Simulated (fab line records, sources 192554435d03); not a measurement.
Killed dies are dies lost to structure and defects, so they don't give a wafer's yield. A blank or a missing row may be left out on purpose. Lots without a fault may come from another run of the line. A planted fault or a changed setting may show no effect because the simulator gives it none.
A struck lot beside a sound one | flow n5_finfet | 41 steps out of a route of 1938
Sound: wafers L670.2, L670.3, L670.4. Struck: wafer L659.4. (L659.2, L659.3 of the same lot were not struck and are left out.) The cause comes at the end.
At each step with rows: each side's tool, then ch and its chambers, then its first start. Under that, the readings that differ: sound wafers | struck wafers | difference of the means | sigmas: that difference in standard deviations of wafers without a fault.
alike: readings whose means differ by less than 2 such deviations, and words and numbers that are the same on both sides. not compared: withheld readings, readings that some wafer has no value for, bounds like >300 that may hide the same value, and numbers for which the record gives no deviation and whose values overlap.
The two part at a step that has a row with sigmas, a row that says differs or no value, or rows on one side only. Numbers that don't overlap but have no deviation are shown without sigmas and don't part them. A reading that every wafer of one side lacks parts them only if that side has two wafers or more.

first, 11 steps without rows for these wafers: N5_BEOL_M0_SAQP_STRIP_113 (strips in CHF3/O2); N5_BEOL_M0_SAQP_MANDREL_ETCH_20 (etches a-Si in HBr/Cl2, stops on SiNx, target depth 60 nm, bt time 10 s, time 30 s); N5_BEOL_M0_SAQP_STRIP_86 (strips in N2/H2); N5_BEOL_M0_SAQP_STRIP_115 (strips in post etch residue remover, time 60 s); N5_BEOL_M0_SAQP_SRD_93 (time 30 s); N5_BEOL_M0_SAQP_RECESS_114 (chemistry HF/NH3, target SiO2, target depth 14.4 nm, afs cycles 3, sublimation time 60 s); N5_BEOL_M0_SAQP_SPACER1_ALD_98 (deposits SiO2, target thk 12.8 nm, pulse time 1 s, purge time 2 s); N5_BEOL_M0_SAQP_SPACER1_ETCHBACK_99 (etches SiO2 in CHF3/O2, target depth 15.4 nm, time 7.7 s); N5_BEOL_M0_SAQP_MANDREL1_REMOVE_100 (chemistry HBr/Cl2/O2, target a-Si, stops on SiNx, bt time 10 s); N5_BEOL_M0_SAQP_ETCH_101 (etches SiNx in CH3F/O2, target depth 29.9 nm, time 42.7 s); N5_BEOL_M0_SAQP_ETCH_102 (etches SiO2 in CF4, target depth 4 nm, time 4.4 s).
N5_BEOL_M0_SAQP_MANDREL_ETCH_103: etches a-Si in HBr/Cl2, stops on SiCN, target depth 45 nm, bt time 10 s, time 27 s.
  sound on rie_si-01 ch 1,2,3, day 10 09:00; struck on rie_si-01 ch 2, day 7 22:28
  reading                                         | sound       | struck | difference | sigmas
  rf_hours_counter_h (h)                          | 58 123 115  | 57     | -42        |
  model.SiCN_of_BEOL_M0_SAQP_PECVD_03.thk_nm (nm) | 8.6 9.2 9.2 | 9.8    | +0.8       |
  alike: drypump_motor_current_A, mfc_cl2_sccm, oes_product_au, throttle_valve_pct
then, 5 steps without rows for these wafers: N5_BEOL_M0_SAQP_RECESS_104 (chemistry HF/NH3, target SiO2, target depth 18 nm, afs cycles 3, sublimation time 60 s); N5_BEOL_M0_SAQP_COAT_105 (time 60 s, resist thk 100 nm); N5_BEOL_M0_SAQP_ETCH_106 (etches SOC in N2/H2, stops on SiNx, target depth 150 nm); N5_BEOL_M0_SAQP_ETCH_107 (etches SiNx in CH3F/O2, target depth 30 nm); N5_BEOL_M0_SAQP_STRIP_108 (strips in N2/H2).
N5_BEOL_M0_SAQP_RECESS_109: chemistry HF/NH3, target SiO2, target depth 3 nm, afs cycles 1, sublimation time 60 s.
  sound on vapor_etch-01 ch 0,1, day 10 09:42; struck on vapor_etch-01 ch 1, day 7 23:39
  reading                                         | sound       | struck | difference | sigmas
  model.SiCN_of_BEOL_M0_SAQP_PECVD_03.thk_nm (nm) | 8.4 8.8 8.8 | 9.4    | +0.7       |
  alike: drypump_motor_current_A
then, 19 steps without rows for these wafers: N5_BEOL_M0_SAQP_SPACER2_ALD_26 (deposits SiO2, target thk 15 nm, pulse time 1 s, purge time 2 s); N5_BEOL_M0_SAQP_SPACER2_ETCHBACK_27 (etches SiO2 in CHF3/O2, target depth 22.5 nm, time 11.25 s); N5_BEOL_M0_SAQP_MANDREL2_REMOVE_110 (chemistry HBr/Cl2/O2, target a-Si, stops on SiCN, bt time 10 s); N5_BEOL_M0_SAQP_COAT_69 (time 60 s, resist thk 90 nm); N5_BEOL_M0_SAQP_COAT_72 (time 60 s, resist thk 15 nm); N5_BEOL_M0_SAQP_COAT_87 (time 60 s, resist thk 5 nm); N5_BEOL_M0_SAQP_COAT_34 (resist thk 30 nm); N5_BEOL_M0_SAQP_EBR_36; N5_BEOL_M0_SAQP_SOFTBAKE_35 (time 60 s); N5_BEOL_M0_SAQP_EXPOSE_37 (exposes mask M0 CUT1, target cd 30 nm); N5_BEOL_M0_SAQP_PEB_38 (peb time 60 s); N5_BEOL_M0_SAQP_DEVELOP_39 (develop time 30 s); N5_BEOL_M0_SAQP_DESCUM_45 (chemistry O2, time 7 s); N5_BEOL_M0_SAQP_ETCH_88 (etches underlayer in N2/H2, target depth 6.5 nm, time 5.2 s); N5_BEOL_M0_SAQP_ETCH_73 (etches SiARC in CF4, target depth 19.5 nm, time 32.5 s); N5_BEOL_M0_SAQP_CUT_ETCH_46 (etches SOC in N2/H2, target depth 135 nm, overetch 27 nm, time 202.5 s); N5_BEOL_M0_SAQP_STRIP_74 (strips in N2/H2); N5_BEOL_M0_SAQP_STRIP_89 (strips in N2/H2); N5_BEOL_M0_SAQP_ALD_48 (deposits SiO2, target thk 20 nm, pulse time 1 s, co reactant pulse time 1 s).
N5_BEOL_M0_ETCH_138: etches SiCN in CH3F/O2, target depth 12 nm, time 31.6 s.
  sound on rie_diel-02 ch 0,1,2, day 10 13:20; struck on rie_diel-02 ch 1, day 8 02:43
  reading                  | sound             | struck | difference | sigmas
  etch_rf_on_time_s (s)    | 28.6 31.5 29.9    | 31.8   | +1.8       | +2
  model.etch.depth_nm (nm) | 8.353 8.777 8.787 | 9.461  | +0.822     |
  alike: drypump_motor_current_A, oes_product_au, rf_vpp_V, showerhead_plenum_p_Torr, throttle_valve_pct
  not compared: rf_hours_counter_h
N5_BEOL_M0_ETCH_128: etches SiCN in CF4/N2, target depth 12 nm, overetch 5.1 nm, time 21.4 s.
  sound on rie_diel-04 ch 0,2,3, day 10 15:44; struck on rie_diel-01 ch 1, day 8 04:58
  reading                  | sound             | struck | difference | sigmas
  model.etch.depth_nm (nm) | 8.353 8.777 8.787 | 9.461  | +0.822     |
  alike: drypump_motor_current_A, oes_product_au, rf_vpp_V, showerhead_plenum_p_Torr, throttle_valve_pct
  not compared: rf_hours_counter_h
-- the record jumps here: 3 days lie between the struck wafers' starts before and after (it left off in module BEOL_M0 and takes up again in module BEOL_M4, whose first step shown is number 1111 of the route) --
N5_BEOL_M4_RC_MEAS_101:
  sound on prober-01 ch 0, day 13 12:42; struck on prober-01 ch 0, day 10 21:52
  reading        | sound          | struck | difference | sigmas
  IOFF_P (nA/um) | 0.22 0.17 0.15 | 0.27   | +0.09      | +2
  VT_P (mV)      | -252 -252 -257 | -245   | +9         | +2
  alike: DIBL_N, DIBL_P, IOFF_N, ION_N, ION_P, SS_N, SS_P, VT_N
then, 1 step without rows for these wafers: N5_PASSIVATION_PROBE_49.

WHERE THEY PART
First at N5_BEOL_M0_ETCH_138; last, within this record, at N5_BEOL_M4_RC_MEAS_101.

WHY: what the simulator had put in
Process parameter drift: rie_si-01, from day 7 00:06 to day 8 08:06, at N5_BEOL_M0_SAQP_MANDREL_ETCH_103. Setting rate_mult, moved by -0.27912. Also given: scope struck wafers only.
